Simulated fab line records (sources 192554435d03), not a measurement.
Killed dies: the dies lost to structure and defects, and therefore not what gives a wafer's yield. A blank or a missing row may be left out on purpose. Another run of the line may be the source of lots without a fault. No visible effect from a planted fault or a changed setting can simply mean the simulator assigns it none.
Which tool is to blame? :: flow n5_finfet :: 24 wafers from 8 lots sampled at 6 of the route's 1938 steps

WHAT EACH GAUGE READ, for each wafer
N5_HKMG_FIN_INSPECT_14: inspects for defects (macro). Usual: raw_defect_count 2.0, standard deviation 1.3.
lot: L904
measured: day 4 08:22
on: defect_inspect-02
raw_defect_count: 6 2 1
flag: 

lot: L907
measured: day 4 20:56
on: defect_inspect-01
raw_defect_count: 1 1 3
flag: 

lot: L909
measured: day 5 09:12
on: defect_inspect-02
raw_defect_count: 1 3 3
flag: 

lot: L914
measured: day 6 20:02
on: defect_inspect-01
raw_defect_count: 2 1 5
flag: 

lot: L915
measured: day 6 23:28
on: defect_inspect-02
raw_defect_count: >300 >300 >300
flag: OFF

lot: L916
measured: day 7 03:50
on: defect_inspect-02
raw_defect_count: >300 >300 >300
flag: OFF

lot: L921
measured: day 8 11:32
on: defect_inspect-02
raw_defect_count: 1 1 2
flag: 

lot: L923
measured: day 8 22:18
on: defect_inspect-02
raw_defect_count: 2 3 2
flag: 

N5_BEOL_M4_RC_MEAS_101. Usual: DIBL_N 36.4 mV/V, standard deviation 1.2; DIBL_P 36.1 mV/V, standard deviation 1.6; IOFF_N 0.156 nA/um, standard deviation 0.024; IOFF_P 0.21 nA/um, standard deviation 0.031; ION_N 674 uA/um, standard deviation 11; ION_P 463 uA/um, standard deviation 6.9; SS_N 71.5 mV/dec, standard deviation 0.5; SS_P 73.2 mV/dec, standard deviation 0.55; VT_N 250.0 mV, standard deviation 2.9; VT_P -250 mV, standard deviation 3.6.
lot: L904
measured: day 7 22:36
on: prober-02
DIBL_N (mV/V): 37.7 35.5 36.2
DIBL_P (mV/V): 38.4 36.8 37.6
IOFF_N (nA/um): 0.178 0.155 0.157
IOFF_P (nA/um): 0.22 0.20 0.20
ION_N (uA/um): 671 675 679
ION_P (uA/um): 462 464 464
SS_N (mV/dec): 72.2 71.2 70.8
SS_P (mV/dec): 73.5 72.9 72.7
VT_N (mV): 250.2 251.4 250.2
VT_P (mV): -250 -251 -252
flag: 

lot: L907
measured: day 8 06:26
on: prober-02
DIBL_N (mV/V): 35.5 35.4 37.9
DIBL_P (mV/V): 36.6 36.2 39.3
IOFF_N (nA/um): 0.160 0.146 0.207
IOFF_P (nA/um): 0.20 0.18 0.24
ION_N (uA/um): 675 661 679
ION_P (uA/um): 456 450 463
SS_N (mV/dec): 71.5 71.3 71.7
SS_P (mV/dec): 73.7 73.5 75.0
VT_N (mV): 248.2 250.2 244.5
VT_P (mV): -252 -257 -249
flag: 

lot: L909
measured: day 9 01:47
on: prober-01
DIBL_N (mV/V): 35.2 35.9 35.2
DIBL_P (mV/V): 34.7 36.4 34.3
IOFF_N (nA/um): 0.133 0.144 0.134
IOFF_P (nA/um): 0.20 0.22 0.20
ION_N (uA/um): 668 671 665
ION_P (uA/um): 468 468 461
SS_N (mV/dec): 71.4 72.3 71.2
SS_P (mV/dec): 73.0 73.8 72.9
VT_N (mV): 250.7 251.6 253.1
VT_P (mV): -249 -246 -250
flag: 

lot: L914
measured: day 10 10:08
on: prober-02
DIBL_N (mV/V): 36.3 36.3 36.1
DIBL_P (mV/V): 35.8 35.8 35.7
IOFF_N (nA/um): 0.159 0.161 0.152
IOFF_P (nA/um): 0.21 0.21 0.21
ION_N (uA/um): 687 685 668
ION_P (uA/um): 467 472 458
SS_N (mV/dec): 71.9 71.1 70.8
SS_P (mV/dec): 73.7 74.1 73.5
VT_N (mV): 249.2 248.0 249.3
VT_P (mV): -251 -251 -250
flag: 

lot: L915
measured: day 10 16:43
on: prober-02
DIBL_N (mV/V): 38.7 38.5 40.6
DIBL_P (mV/V): 38.0 38.2 41.5
IOFF_N (nA/um): 0.181 0.185 0.236
IOFF_P (nA/um): 0.25 0.25 0.31
ION_N (uA/um): 671 683 696
ION_P (uA/um): 464 468 477
SS_N (mV/dec): 72.1 72.3 72.6
SS_P (mV/dec): 73.0 73.4 73.8
VT_N (mV): 245.3 245.3 245.4
VT_P (mV): -246 -249 -242
flag: 

lot: L916
measured: day 10 11:17
on: prober-01
DIBL_N (mV/V): 34.6 34.1 36.6
DIBL_P (mV/V): 32.7 32.2 35.1
IOFF_N (nA/um): 0.127 0.117 0.156
IOFF_P (nA/um): 0.18 0.17 0.21
ION_N (uA/um): 661 660 678
ION_P (uA/um): 454 453 460
SS_N (mV/dec): 71.4 71.3 71.4
SS_P (mV/dec): 72.3 72.0 73.0
VT_N (mV): 255.9 255.5 250.3
VT_P (mV): -252 -253 -249
flag: 

lot: L921
measured: day 11 17:59
on: prober-01
DIBL_N (mV/V): 35.7 35.9 36.2
DIBL_P (mV/V): 34.8 35.4 35.9
IOFF_N (nA/um): 0.138 0.143 0.145
IOFF_P (nA/um): 0.19 0.21 0.21
ION_N (uA/um): 668 668 669
ION_P (uA/um): 461 461 466
SS_N (mV/dec): 70.4 71.3 71.4
SS_P (mV/dec): 73.1 72.7 72.7
VT_N (mV): 249.6 248.5 249.6
VT_P (mV): -249 -250 -248
flag: 

lot: L923
measured: day 12 12:56
on: prober-01
DIBL_N (mV/V): 37.7 37.7 36.4
DIBL_P (mV/V): 36.7 37.1 34.8
IOFF_N (nA/um): 0.175 0.186 0.149
IOFF_P (nA/um): 0.25 0.26 0.22
ION_N (uA/um): 679 688 661
ION_P (uA/um): 467 470 463
SS_N (mV/dec): 71.8 71.7 71.0
SS_P (mV/dec): 73.3 74.1 73.3
VT_N (mV): 247.2 247.7 250.1
VT_P (mV): -247 -247 -248
flag: 

TOOL THAT RAN EACH LOT (tool first, then ch and the chambers of the sampled wafers, then the start)
lot: L904
N5_HKMG_FIN_DESCUM_53: rie_diel-01 ch 0,2, day 4 04:56
N5_HKMG_FIN_ETCH_58: rie_diel-01 ch 0,2, day 4 05:14
N5_HKMG_FIN_ALD_36: ald_metal-04 ch 1,3, day 4 07:09
N5_HKMG_FIN_STRIP_34: rie_diel-01 ch 0,2,3, day 4 09:01

lot: L907
N5_HKMG_FIN_DESCUM_53: rie_diel-01 ch 0,1,2, day 4 17:36
N5_HKMG_FIN_ETCH_58: rie_diel-01 ch 0,1,2, day 4 17:55
N5_HKMG_FIN_ALD_36: ald_metal-04 ch 0,2,3, day 4 19:44
N5_HKMG_FIN_STRIP_34: rie_diel-01 ch 1,2,3, day 4 21:23

lot: L909
N5_HKMG_FIN_DESCUM_53: rie_diel-03 ch 1,2, day 5 05:59
N5_HKMG_FIN_ETCH_58: rie_diel-03 ch 1,2, day 5 06:17
N5_HKMG_FIN_ALD_36: ald_metal-02 ch 1,3, day 5 08:07
N5_HKMG_FIN_STRIP_34: rie_diel-03 ch 0,1,3, day 5 09:31

lot: L914
N5_HKMG_FIN_DESCUM_53: rie_diel-01 ch 0,3, day 6 16:42
N5_HKMG_FIN_ETCH_58: rie_diel-01 ch 0,3, day 6 17:00
N5_HKMG_FIN_ALD_36: ald_metal-01 ch 0,1,2, day 6 18:57
N5_HKMG_FIN_STRIP_34: rie_diel-03 ch 0,1, day 6 20:45

lot: L915
N5_HKMG_FIN_DESCUM_53: rie_diel-01 ch 0,1, day 6 20:08
N5_HKMG_FIN_ETCH_58: rie_diel-01 ch 0,1, day 6 20:26
N5_HKMG_FIN_ALD_36: ald_metal-02 ch 0,1,2, day 6 22:16
N5_HKMG_FIN_STRIP_34: rie_diel-02 ch 0,1, day 6 23:48

lot: L916
N5_HKMG_FIN_DESCUM_53: rie_diel-01 ch 0,1,2, day 6 23:18
N5_HKMG_FIN_ETCH_58: rie_diel-01 ch 0,1,2, day 6 23:36
N5_HKMG_FIN_ALD_36: ald_metal-02 ch 0,2,3, day 7 01:25
N5_HKMG_FIN_STRIP_34: rie_diel-01 ch 1,2, day 7 04:11

lot: L921
N5_HKMG_FIN_DESCUM_53: rie_diel-03 ch 1,2,3, day 8 08:19
N5_HKMG_FIN_ETCH_58: rie_diel-03 ch 1,2,3, day 8 08:37
N5_HKMG_FIN_ALD_36: ald_metal-02 ch 0,1,3, day 8 10:27
N5_HKMG_FIN_STRIP_34: rie_diel-03 ch 1,2,3, day 8 11:51

lot: L923
N5_HKMG_FIN_DESCUM_53: rie_diel-03 ch 1,2, day 8 18:46
N5_HKMG_FIN_ETCH_58: rie_diel-03 ch 1,2, day 8 19:04
N5_HKMG_FIN_ALD_36: ald_metal-01 ch 1,2,3, day 8 21:05
N5_HKMG_FIN_STRIP_34: rie_diel-02 ch 0,1,2, day 8 22:41
- N5_HKMG_FIN_DESCUM_53: chemistry O2, time 7.9 s.
- N5_HKMG_FIN_ETCH_58: etches SOC in N2/H2, target depth 215.8 nm, time 741 s.
- N5_HKMG_FIN_ALD_36: deposits TiN, target thk 1 nm, pulse time 1 s, purge time 3 s.
- N5_HKMG_FIN_STRIP_34: strips in CF4.

WHAT THE TOOLS THEMSELVES READ (means of the sampled wafers that have a number; where no wafer has one, the mark that the record gives instead)
N5_HKMG_FIN_DESCUM_53. Usual: drypump_motor_current_A 5.9 A, standard deviation 0.41; oes_product_au 0.79 a.u., standard deviation 0.09; rf_vpp_V 243.4 V, standard deviation 1.3; showerhead_plenum_p_Torr 2.10 Torr, standard deviation 0.071; temp_c 40.01 C, standard deviation 0.12; throttle_valve_pct 20.24 %, standard deviation 0.25.
lot: L904
tool: rie_diel-01
drypump_motor_current_A (A): 6.0
oes_product_au (a.u.): 0.74
rf_vpp_V (V): 244.7
showerhead_plenum_p_Torr (Torr): 2.13
temp_c (C): 40.06
throttle_valve_pct (%): 20.08
flag: 

lot: L907
tool: rie_diel-01
drypump_motor_current_A (A): 5.9
oes_product_au (a.u.): 0.83
rf_vpp_V (V): 244.1
showerhead_plenum_p_Torr (Torr): 2.09
temp_c (C): 39.97
throttle_valve_pct (%): 20.08
flag: 

lot: L909
tool: rie_diel-03
drypump_motor_current_A (A): 6.0
oes_product_au (a.u.): 0.75
rf_vpp_V (V): 243.4
showerhead_plenum_p_Torr (Torr): 2.12
temp_c (C): 39.81
throttle_valve_pct (%): 20.34
flag: 

lot: L914
tool: rie_diel-01
drypump_motor_current_A (A): 6.2
oes_product_au (a.u.): 0.75
rf_vpp_V (V): 244.6
showerhead_plenum_p_Torr (Torr): 2.17
temp_c (C): 39.99
throttle_valve_pct (%): 20.15
flag: 

lot: L915
tool: rie_diel-01
drypump_motor_current_A (A): 6.0
oes_product_au (a.u.): 0.84
rf_vpp_V (V): 243.2
showerhead_plenum_p_Torr (Torr): 2.07
temp_c (C): 39.96
throttle_valve_pct (%): 20.14
flag: 

lot: L916
tool: rie_diel-01
drypump_motor_current_A (A): 5.9
oes_product_au (a.u.): 0.79
rf_vpp_V (V): 242.6
showerhead_plenum_p_Torr (Torr): 2.09
temp_c (C): 40.09
throttle_valve_pct (%): 20.11
flag: 

lot: L921
tool: rie_diel-03
drypump_motor_current_A (A): 6.2
oes_product_au (a.u.): 0.71
rf_vpp_V (V): 243.3
showerhead_plenum_p_Torr (Torr): 2.08
temp_c (C): 39.92
throttle_valve_pct (%): 20.50
flag: 

lot: L923
tool: rie_diel-03
drypump_motor_current_A (A): 6.0
oes_product_au (a.u.): 0.71
rf_vpp_V (V): 242.6
showerhead_plenum_p_Torr (Torr): 2.11
temp_c (C): 39.91
throttle_valve_pct (%): 20.39
flag: 

N5_HKMG_FIN_ETCH_58. Usual: drypump_motor_current_A 5.9 A, standard deviation 0.41; oes_product_au 0.79 a.u., standard deviation 0.091; rf_vpp_V 99.2 V, standard deviation 0.81; showerhead_plenum_p_Torr 2.56 Torr, standard deviation 0.083; throttle_valve_pct 17.66 %, standard deviation 0.23.
lot: L904
tool: rie_diel-01
drypump_motor_current_A (A): 6.0
oes_product_au (a.u.): 0.73
rf_vpp_V (V): 99.0
showerhead_plenum_p_Torr (Torr): 2.60
throttle_valve_pct (%): 17.55
flag: 

lot: L907
tool: rie_diel-01
drypump_motor_current_A (A): 5.9
oes_product_au (a.u.): 0.83
rf_vpp_V (V): 99.6
showerhead_plenum_p_Torr (Torr): 2.56
throttle_valve_pct (%): 17.56
flag: 

lot: L909
tool: rie_diel-03
drypump_motor_current_A (A): 6.0
oes_product_au (a.u.): 0.74
rf_vpp_V (V): 99.3
showerhead_plenum_p_Torr (Torr): 2.57
throttle_valve_pct (%): 17.70
flag: 

lot: L914
tool: rie_diel-01
drypump_motor_current_A (A): 6.2
oes_product_au (a.u.): 0.75
rf_vpp_V (V): 100.4
showerhead_plenum_p_Torr (Torr): 2.64
throttle_valve_pct (%): 17.57
flag: 

lot: L915
tool: rie_diel-01
drypump_motor_current_A (A): 6.0
oes_product_au (a.u.): 0.85
rf_vpp_V (V): 99.1
showerhead_plenum_p_Torr (Torr): 2.53
throttle_valve_pct (%): 17.61
flag: 

lot: L916
tool: rie_diel-01
drypump_motor_current_A (A): 5.9
oes_product_au (a.u.): 0.79
rf_vpp_V (V): 99.5
showerhead_plenum_p_Torr (Torr): 2.55
throttle_valve_pct (%): 17.60
flag: 

lot: L921
tool: rie_diel-03
drypump_motor_current_A (A): 6.2
oes_product_au (a.u.): 0.71
rf_vpp_V (V): 99.4
showerhead_plenum_p_Torr (Torr): 2.52
throttle_valve_pct (%): 17.89
flag: 

lot: L923
tool: rie_diel-03
drypump_motor_current_A (A): 6.0
oes_product_au (a.u.): 0.72
rf_vpp_V (V): 98.9
showerhead_plenum_p_Torr (Torr): 2.56
throttle_valve_pct (%): 17.74
flag: 

N5_HKMG_FIN_ALD_36. Usual: heater_power_w 920 W, standard deviation 100; precursor_pulse_height_rel 0.999, standard deviation 0.019.
lot: L904
tool: ald_metal-04
heater_power_w (W): 1009
precursor_pulse_height_rel: 0.998
flag: 

lot: L907
tool: ald_metal-04
heater_power_w (W): 993
precursor_pulse_height_rel: 0.977
flag: 

lot: L909
tool: ald_metal-02
heater_power_w (W): 826
precursor_pulse_height_rel: 0.998
flag: 

lot: L914
tool: ald_metal-01
heater_power_w (W): 1005
precursor_pulse_height_rel: 1.003
flag: 

lot: L915
tool: ald_metal-02
heater_power_w (W): 838
precursor_pulse_height_rel: 1.004
flag: 

lot: L916
tool: ald_metal-02
heater_power_w (W): 847
precursor_pulse_height_rel: 1.001
flag: 

lot: L921
tool: ald_metal-02
heater_power_w (W): 871
precursor_pulse_height_rel: 1.018
flag: 

lot: L923
tool: ald_metal-01
heater_power_w (W): 916
precursor_pulse_height_rel: 1.013
flag: 

N5_HKMG_FIN_STRIP_34. Usual: drypump_motor_current_A 5.9 A, standard deviation 0.43; oes_product_au 0.77 a.u., standard deviation 0.081; rf_vpp_V 271.3 V, standard deviation 1.3; showerhead_plenum_p_Torr 1.80 Torr, standard deviation 0.054; throttle_valve_pct 13.45 %, standard deviation 0.24.
lot: L904
tool: rie_diel-01
drypump_motor_current_A (A): 6.0
oes_product_au (a.u.): 0.80
rf_vpp_V (V): 272.3
showerhead_plenum_p_Torr (Torr): 1.84
throttle_valve_pct (%): 13.29
flag: 

lot: L907
tool: rie_diel-01
drypump_motor_current_A (A): 5.9
oes_product_au (a.u.): 0.88
rf_vpp_V (V): 271.9
showerhead_plenum_p_Torr (Torr): 1.82
throttle_valve_pct (%): 13.21
flag: 

lot: L909
tool: rie_diel-03
drypump_motor_current_A (A): 6.1
oes_product_au (a.u.): 0.71
rf_vpp_V (V): 271.5
showerhead_plenum_p_Torr (Torr): 1.80
throttle_valve_pct (%): 13.66
flag: 

lot: L914
tool: rie_diel-03
drypump_motor_current_A (A): 6.1
oes_product_au (a.u.): 0.70
rf_vpp_V (V): 271.1
showerhead_plenum_p_Torr (Torr): 1.80
throttle_valve_pct (%): 13.57
flag: 

lot: L915
tool: rie_diel-02
drypump_motor_current_A (A): 5.0
oes_product_au (a.u.): 0.73
rf_vpp_V (V): 270.2
showerhead_plenum_p_Torr (Torr): 1.74
throttle_valve_pct (%): 13.44
flag: 

lot: L916
tool: rie_diel-01
drypump_motor_current_A (A): 5.7
oes_product_au (a.u.): 0.80
rf_vpp_V (V): 270.9
showerhead_plenum_p_Torr (Torr): 1.78
throttle_valve_pct (%): 13.31
flag: 

lot: L921
tool: rie_diel-03
drypump_motor_current_A (A): 6.2
oes_product_au (a.u.): 0.71
rf_vpp_V (V): 271.1
showerhead_plenum_p_Torr (Torr): 1.77
throttle_valve_pct (%): 13.68
flag: 

lot: L923
tool: rie_diel-02
drypump_motor_current_A (A): 5.3
oes_product_au (a.u.): 0.79
rf_vpp_V (V): 270.9
showerhead_plenum_p_Torr (Torr): 1.78
throttle_valve_pct (%): 13.50
flag: 

THE ANSWER, worked out from the rows above alone
Rule: take the mean of a lot's wafers that have a number; if it is more than 3 standard deviations from the usual mean, the lot is off. Also off: a lot with no number at a reading for which 4 or more lots have one. The other lots that the step has rows for count as sound. Order of review: gauges by route order, followed by the tools' own readings, for which a lot's mean as printed above is used. At the first step where some lot is off, the reading lying furthest off is the one used; lots without a number count as furthest.
Off: L915, L916 (N5_HKMG_FIN_INSPECT_14, raw_defect_count). Without a number there: L915, L916.
If a tool, at a process step before that reading, ran all the lots that are off and no sound lot after the first of them, it fits. The gauges at N5_HKMG_FIN_INSPECT_14 are tried like those tools. One fits: N5_HKMG_FIN_DESCUM_53 and N5_HKMG_FIN_ETCH_58 on rie_diel-01. At N5_HKMG_FIN_DESCUM_53 its last sound lot is L914 (day 6 16:42), its first lot that is off L915 (day 6 20:08): a fault that began between those two fits.

WHAT THE SIMULATOR PUT IN
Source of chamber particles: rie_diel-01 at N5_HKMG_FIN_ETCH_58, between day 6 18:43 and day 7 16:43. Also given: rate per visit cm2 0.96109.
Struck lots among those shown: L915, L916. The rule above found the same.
